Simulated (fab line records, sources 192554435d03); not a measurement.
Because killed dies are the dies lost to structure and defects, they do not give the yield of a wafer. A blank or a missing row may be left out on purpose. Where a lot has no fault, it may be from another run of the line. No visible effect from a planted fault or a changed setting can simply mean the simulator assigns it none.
The tool behind it: which one? ; flow n5-finfet ; 30 wafers sampled from 10 lots at 1 step of a route of 1938

== WHAT THE GAUGES READ, wafer by wafer ==
N5_BEOL_M6_INSPECT_13: inspects for defects (brightfield). Usual: raw-defect-count 404, standard deviation 120.
lot;measured;on;raw-defect-count;flag
L940;day 8 08:37;defect-inspect-02;408 311 391;
L943;day 9 02:14;defect-inspect-02;276 409 288;
L945;day 9 19:23;defect-inspect-01;387 356 509;
L947;day 9 23:33;defect-inspect-02;523 463 512;
L948;day 10 10:24;defect-inspect-01;368 376 272;
L949;day 10 19:44;defect-inspect-01;241 285 217;
L950;day 10 19:58;defect-inspect-01;267 460 321;
L954;day 11 19:26;defect-inspect-01;306 413 274;
L956;day 13 08:13;defect-inspect-01;476 357 503;
L958;day 13 17:00;defect-inspect-02;373 316 469;

== TOOL THAT RAN EACH LOT (tool first, then ch and the chambers of the sampled wafers, then the start) ==
The record shows no process step preceding these readings.

== WHAT THE TOOLS THEMSELVES READ (means of the sampled wafers that have a number; where no wafer has one, the mark that the record gives instead) ==
The record holds no such reading with a usual standard deviation.

== THE ANSWER, worked out from the rows above alone ==
Rule: a lot counts as off when the mean over its wafers that have a number is more than 3 standard deviations away from the usual mean. Also off: a lot with no number at a reading for which 4 or more lots have one. Where the step has rows for the other lots, those lots are counted as sound. The gauges are gone through in route order, then the tools' own readings, and for those a lot's mean is taken as printed above. At the first step where some lot is off, the reading lying furthest off is the one used; lots without a number count as furthest.
Across all readings shown, no lot is off: no conclusion can be drawn from this.

== WHAT THE SIMULATOR HAD PUT IN ==
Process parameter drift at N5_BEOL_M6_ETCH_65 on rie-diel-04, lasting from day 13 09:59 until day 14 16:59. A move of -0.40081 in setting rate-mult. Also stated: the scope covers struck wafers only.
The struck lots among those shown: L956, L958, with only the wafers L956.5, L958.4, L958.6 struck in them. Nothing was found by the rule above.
